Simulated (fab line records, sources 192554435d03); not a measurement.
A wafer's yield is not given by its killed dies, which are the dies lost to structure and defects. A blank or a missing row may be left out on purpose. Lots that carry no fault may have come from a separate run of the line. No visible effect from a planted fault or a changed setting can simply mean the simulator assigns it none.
8D (eight disciplines) problem report, filled in by code || flow n5_finfet || the parts of the form that need people (team, actions taken, sign-off) are left out

1. WHAT WENT WRONG
bias_w at N5_BEOL_M11_TRENCH_ETCH_37 reads a mean of 156.2 W on 1 wafer of 1 lot; wafers without a fault read 185.0 W with a standard deviation of 0.51. Measured from the usual mean, that is -56 standard deviations.
The step: etches SiCOH lowk in C4F6/O2, target depth 148.83 nm, time 48 s.
Seen first at day 14 16:28 on rie_diel-06, wafer L959.5. The record holds 15 wafers of 5 lots with a number at this step. Rule for "out", or "out of limits": more than 4 standard deviations from the usual mean. The rest of the wafers with a number are treated as sound.

2. WHAT IT IS, AND WHAT IT ISN'T
{"question": "which readings at this step", "is": "bias_w, rf_vpp_V", "is not": "drypump_motor_current_A, oes_product_au, rf_fwd_power_W, showerhead_plenum_p_Torr, throttle_valve_pct"}
{"question": "which lots", "is": "L959", "is not": "L943, L954, L963, L964"}
{"question": "which wafers of those lots", "is": "L959.5", "is not": "L959.2, L959.6"}
{"question": "read on which tools", "is": "rie_diel-06", "is not": "rie_diel-01, rie_diel-03"}
{"question": "when", "is": "from day 14 16:28", "is not": "up to then (8 sound wafers); but 6 sound wafers of L963, L964 came after"}

3. WHAT RULES OUT EACH SUSPECT
Counting: a tool at a process step up to the reading stays a suspect if it ran every lot that is out. Sound lots after the first of them don't rule it out here, since some wafers of a struck lot are sound.
- rie_diel-06 at N5_BEOL_M11_TRENCH_ETCH_37 (etches SiCOH lowk in C4F6/O2, target depth 148.83 nm, time 48 s): kept. It processed L959, the lot that is out, at day 14 16:28, and its most recent sound lot before then was L943 at day 11 04:04. On those wafers its own readings are out: bias_w, rf_vpp_V.
- rie_diel-06, N5_BEOL_M11_TRENCH_ETCH_37: wafers that are out in chamber 2, sound lot-mates in chambers 1, 3.
After counting, what remains is rie_diel-06 at N5_BEOL_M11_TRENCH_ETCH_37.

4. THE CAUSE (what the simulator had put in)
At N5_BEOL_M11_TRENCH_ETCH_37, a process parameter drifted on rie_diel-06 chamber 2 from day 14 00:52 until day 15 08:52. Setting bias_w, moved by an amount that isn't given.
Only this tool survived the counting.

5. SEQUENCE OF EFFECTS, ordered by route
One row per reading whose mean, taken over the struck wafers that have a number, lies over 3 standard deviations from the usual. Only readings whose record carries a usual standard deviation are examined. hours: median over the lots of the time between each lot's start at the first step of this table that gives one and its start at this step. sigmas: the change, counted in usual standard deviations.
{"hours": 0, "step": "N5_BEOL_M11_TRENCH_ETCH_37", "reading": "bias_w", "usual": "185.0 W", "on struck wafers": 156.2, "change": -28.8, "sigmas": -56}
{"hours": 0, "step": "N5_BEOL_M11_TRENCH_ETCH_37", "reading": "rf_vpp_V", "usual": "662 V", "on struck wafers": 576, "change": -86, "sigmas": -9.7}
It contains these process steps:
- N5_BEOL_M11_TRENCH_ETCH_37: etches SiCOH lowk in C4F6/O2, target depth 148.83 nm, time 48 s.
Later measuring or inspecting steps at which every struck wafer that the step has a row for has a number for every such reading, and none has moved that far: N5_BEOL_M11_OCD_MEAS_38, N5_BEOL_M11_CD_MEAS_35, N5_BEOL_M11_THK_MEAS_53.

6. WHAT WOULD HAVE CAUGHT IT SOONER
In this record no reading fell out of limits until day 14 16:28, 16 hours after the fault had begun at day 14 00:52.
